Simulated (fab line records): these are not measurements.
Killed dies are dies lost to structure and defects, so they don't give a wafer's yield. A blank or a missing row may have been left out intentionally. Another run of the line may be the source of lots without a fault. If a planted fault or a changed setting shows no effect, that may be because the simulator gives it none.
Chamber matching ; flow n5_finfet ; 4 sister chambers for N5_MOL_CONTACT_COAG_ETCH_105 on rie_diel-06
The step etches SiARC in CF4, target depth 15.6 nm, time 26 s. 8 wafers are shown with their chamber, then 11 later ones without.

WAFERS PAIRED WITH THEIR CHAMBERS
wafer;chamber;drypump_motor_current_A (A);throttle_valve_pct (%)
L085.1;2;6.2;15.96
L086.3;2;6.3;15.97
L087.2;0;5.8;15.71
L087.3;1;5.4;15.92
L087.4;3;5.2;15.39
L087.5;0;5.8;15.71
L087.6;1;5.4;15.93
L091.2;3;5.2;15.42

WAFERS WITH NO CHAMBER GIVEN
wafer;drypump_motor_current_A (A);throttle_valve_pct (%)
L091.3;5.8;15.75
L091.6;5.2;15.41
L092.1;5.8;15.73
L092.2;5.2;15.43
L092.5;5.4;15.94
L093.1;5.8;15.74
L093.2;6.3;15.43
L093.5;6.2;15.45
L097.1;5.2;15.44
L097.4;6.2;15.44
L097.6;5.4;15.97

THE CHAMBER EACH PASSED THROUGH
wafer;from the rows above;in truth
L091.3;0;0
L091.6;3;3
L092.1;0;0
L092.2;3;3
L092.5;1;1
L093.1;0;0
L093.2;0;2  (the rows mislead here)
L093.5;0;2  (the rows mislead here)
L097.1;3;3
L097.4;0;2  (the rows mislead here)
L097.6;1;1
Correctly placed: 8 of 11. Can't be placed from these rows: 0. 3 placed wrongly.
How it was worked out, from the rows above alone: a wafer's distance from a chamber is the root of the sum, over the readings, of the square of ((its reading less the chamber's mean) divided by the reading's scatter). The wafer belongs to the nearest chamber; if the next one is less than 2 further off, it can't be placed. For every chamber, the mean is computed from those of its wafers that are shown. How the scatter is found: for the shown wafers, subtract from each reading the mean of its chamber, square and add these, divide the total by (wafers less chambers), then take the root.
